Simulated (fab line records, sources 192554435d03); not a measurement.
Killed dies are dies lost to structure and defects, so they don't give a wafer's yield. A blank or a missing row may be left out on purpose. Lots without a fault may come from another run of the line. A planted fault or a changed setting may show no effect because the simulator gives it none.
One fault seen from 2 desks | flow n5_finfet | each desk has only its own numbers; what lay behind them comes last

THE METROLOGY DESK
What the gauges read, lot by lot, whatever tool the lot ran on: means of the sampled wafers that have a number. A lot is out of limits, marked OUT, if its mean lies more than 4 standard deviations from the usual mean; the brackets give that distance. Of its 21 readings 7 are shown: the one that was out of limits first, and those that lie furthest out on some lot.
Columns: A = RS_SD_N at N5_SD_ACTIVATION_RS_MEAS_03, usual 21.86 ohm/sq; B = DIBL_N at N5_BEOL_M4_RC_MEAS_101, usual 36.3 mV/V; C = ION_N at N5_BEOL_M4_RC_MEAS_101, usual 676 uA/um; D = REXT_N at N5_BEOL_M4_RC_MEAS_101, usual 74.7 ohm.um; E = REXT_P at N5_BEOL_M4_RC_MEAS_101, usual 100.9 ohm.um; F = VT_N at N5_BEOL_M4_RC_MEAS_101, usual 249.3 mV; G = VT_N_LVT at N5_BEOL_M4_RC_MEAS_101, usual 98.2 mV
lot  | first seen here | A                | B               | C              | D               | E                | F                | G
L422 | day 3 21:29     | 21.55            | 36.7            | 685            | 74.7            | 97.2             | 247.4            | 98.5
L425 | day 4 14:22     | 22.01            | 36.5            | 686            | 76.0            | 100.3            | 246.8            | 96.5
L435 | day 7 05:33     | 23.02            | 28.0 (-5.2) OUT | 597 (-8.0) OUT | 104.3 (+16) OUT | 120.9 (+9.5) OUT | 263.5 (+4.9) OUT | 112.8 (+5.2) OUT
L436 | day 7 14:55     | 23.23 (+4.6) OUT | 28.6 (-4.8) OUT | 598 (-7.9) OUT | 105.3 (+17) OUT | 115.0 (+6.7) OUT | 264.0 (+5.1) OUT | 113.9 (+5.6) OUT
L438 | day 7 22:03     | 23.22 (+4.5) OUT | 28.9 (-4.6) OUT | 599 (-7.8) OUT | 101.6 (+15) OUT | 112.2 (+5.4) OUT | 260.8            | 111.2 (+4.6) OUT
L439 | day 8 06:56     | 21.87            | 34.2            | 668            | 72.8            | 99.0             | 255.6            | 103.4
L443 | day 9 06:19     | 21.61            | 37.1            | 683            | 75.3            | 100.1            | 245.9            | 93.2
This desk's finding: out of limits on L435, L436, L438; first on L436, day 7 14:55 (RS_SD_N at N5_SD_ACTIVATION_RS_MEAS_03). In limits: L422, L425, L439, L443.

THE TOOL OWNER'S DESK: rtp_anneal-02
The tool's own readings at N5_SD_ACTIVATION_RTA_00 (time 0 s): means of the sampled wafers that have a number, for each lot that ran on this tool. A lot is out of limits, marked OUT, if its mean lies more than 4 standard deviations from the usual mean; the brackets give that distance. Of its 9 readings 7 are shown: the one that was out of limits first, and those that lie furthest out on some lot.
Columns: A = lamp_power_pct at N5_SD_ACTIVATION_RTA_00, usual 8.97 %; B = lamp_zone_1_pct at N5_SD_ACTIVATION_RTA_00, usual 8.954 %; C = lamp_zone_2_pct at N5_SD_ACTIVATION_RTA_00, usual 8.95 %; D = lamp_zone_3_pct at N5_SD_ACTIVATION_RTA_00, usual 8.95 %; E = lamp_zone_5_pct at N5_SD_ACTIVATION_RTA_00, usual 8.96 %; F = lamp_zone_6_pct at N5_SD_ACTIVATION_RTA_00, usual 8.878 %; G = lamp_zone_7_pct at N5_SD_ACTIVATION_RTA_00, usual 9.35 %
lot  | first seen here | A              | B               | C              | D              | E              | F               | G
L422 | day 3 21:05     | 8.98           | 8.948           | 8.95           | 8.96           | 8.98           | 8.858           | 9.35
L425 | day 4 13:58     | 8.98           | 8.959           | 8.95           | 8.94           | 8.97           | 8.878           | 9.37
L435 | day 7 05:09     | 8.05 (-18) OUT | 7.987 (-32) OUT | 7.96 (-31) OUT | 7.97 (-33) OUT | 8.00 (-31) OUT | 7.944 (-31) OUT | 8.33 (-29) OUT
L436 | day 7 14:29     | 8.01 (-19) OUT | 7.993 (-32) OUT | 7.99 (-30) OUT | 7.97 (-33) OUT | 8.00 (-31) OUT | 7.903 (-32) OUT | 8.33 (-29) OUT
L438 | day 7 21:38     | 8.00 (-19) OUT | 8.003 (-32) OUT | 7.99 (-30) OUT | 8.01 (-31) OUT | 7.99 (-31) OUT | 7.922 (-32) OUT | 8.31 (-30) OUT
This desk's finding: out of limits on L435, L436, L438; first on L435, day 7 05:09 (lamp_power_pct at N5_SD_ACTIVATION_RTA_00). In limits: L422, L425.

PUT TOGETHER
The tool owner's desk could have raised an alarm at day 7 05:09, on L435, L436, L438.
The metrology desk could have raised an alarm at day 7 14:55, on L435, L436, L438.
Of the lots named, all ran N5_SD_ACTIVATION_RTA_00 on rtp_anneal-02.

WHAT THE SIMULATOR HAD PUT IN
Process parameter drift: rtp_anneal-02, from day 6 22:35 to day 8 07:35, at N5_SD_ACTIVATION_RTA_00. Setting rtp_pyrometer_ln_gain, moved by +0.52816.
Lots struck among those shown: L435, L436, L438.
Hours from the fault's start to each desk's first reading out of limits: the tool owner's desk, 7; the metrology desk, 16.
